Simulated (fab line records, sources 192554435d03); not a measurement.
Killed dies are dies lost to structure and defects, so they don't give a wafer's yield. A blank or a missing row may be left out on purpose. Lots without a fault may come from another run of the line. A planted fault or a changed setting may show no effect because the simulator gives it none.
Chamber matching | flow n5_finfet | N5_SD_EPI_N_ETCH_16 on rie_diel-01: 4 sister chambers
The step etches SiO2 in CHF3/O2, target depth 5 nm. 8 wafers are shown with their chamber, then 12 later ones without.

WAFERS WITH THEIR CHAMBER
wafer  | chamber | drypump_motor_current_A (A) | rf_vpp_V (V)
L081.4 | 1       | 6.7                         | 516
L085.3 | 3       | 6.0                         | 517
L087.2 | 0       | 6.0                         | 513
L087.3 | 2       | 5.1                         | 531
L087.5 | 1       | 6.7                         | 517
L089.1 | 0       | 6.0                         | 512
L089.2 | 3       | 6.1                         | 517
L089.5 | 2       | 5.2                         | 531

WAFERS WITHOUT THEIR CHAMBER
wafer  | drypump_motor_current_A (A) | rf_vpp_V (V)
L091.1 | 6.1                         | 518
L091.2 | 5.1                         | 532
L091.5 | 5.1                         | 532
L092.1 | 6.1                         | 519
L092.2 | 6.7                         | 517
L092.3 | 6.0                         | 513
L094.2 | 6.1                         | 517
L094.4 | 6.0                         | 512
L094.5 | 6.1                         | 516
L095.2 | 6.1                         | 518
L095.3 | 6.0                         | 512
L095.4 | 6.7                         | 516

WHICH CHAMBER EACH WENT THROUGH
wafer  | from the rows above | in truth
L091.1 | 3                   | 3
L091.2 | 2                   | 2
L091.5 | 2                   | 2
L092.1 | 3                   | 3
L092.2 | 1                   | 1
L092.3 | 0                   | 0
L094.2 | 3                   | 3
L094.4 | 0                   | 0
L094.5 | 3                   | 3
L095.2 | 3                   | 3
L095.3 | 0                   | 0
L095.4 | 1                   | 1
Placed correctly: 12 of 12. Can't be placed from these rows: 0. Placed wrongly: 0.
How it was worked out, from the rows above alone: a wafer's distance from a chamber is the root of the sum, over the readings, of the square of ((its reading less the chamber's mean) divided by the reading's scatter). The wafer belongs to the nearest chamber; if the next one is less than 2 further off, it can't be placed. A chamber's mean is the mean of its shown wafers. The scatter: the root of (the sum of the squares of (reading less its chamber's mean) over the shown wafers, divided by (wafers less chambers)).
